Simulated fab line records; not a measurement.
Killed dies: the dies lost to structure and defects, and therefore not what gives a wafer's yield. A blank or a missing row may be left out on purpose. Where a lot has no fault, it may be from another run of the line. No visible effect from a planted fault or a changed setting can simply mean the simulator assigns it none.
Chamber matching -- flow n5 finfet -- rie diel-01 running N5_BEOL_M8_STRIP_67: 4 sister chambers
The step strips in CF4. 4 wafers are shown with their chamber, then 8 later ones without.

WAFERS, EACH WITH ITS CHAMBER
wafer,chamber,drypump motor current A (A)
L088.1,2,5.5
L088.3,1,4.8
L089.1,0,5.3
L093.1,3,5.8

WAFERS WHOSE CHAMBER IS MISSING
wafer,drypump motor current A (A)
L093.2,5.4
L093.4,4.8
L094.2,4.8
L094.4,5.5
L094.6,4.8
L095.1,5.3
L095.4,4.8
L095.6,5.3

WHICH CHAMBER EACH ONE RAN IN
wafer,from the rows above,in truth
L093.2,can't be placed: 2 or 0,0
L093.4,1,1
L094.2,1,1
L094.4,2,2
L094.6,1,1
L095.1,0,0
L095.4,1,1
L095.6,0,0
7 of 8 placed correctly. Can't be placed from these rows: 1 (the true chamber is among the candidates in 1). 0 placed wrongly.
How it was worked out, from the rows above alone: a wafer's distance from a chamber is the root of the sum, over the readings, of the square of ((its reading less the chamber's mean) divided by the reading's scatter). If the next closest chamber is less than 2 further off than the closest, the wafer can't be placed; otherwise it belongs to the closest. A chamber's mean is the mean of its shown wafers. The scatter: with one shown wafer a chamber, the root of the mean of the squares of how far each hidden wafer lies from its nearest shown one.
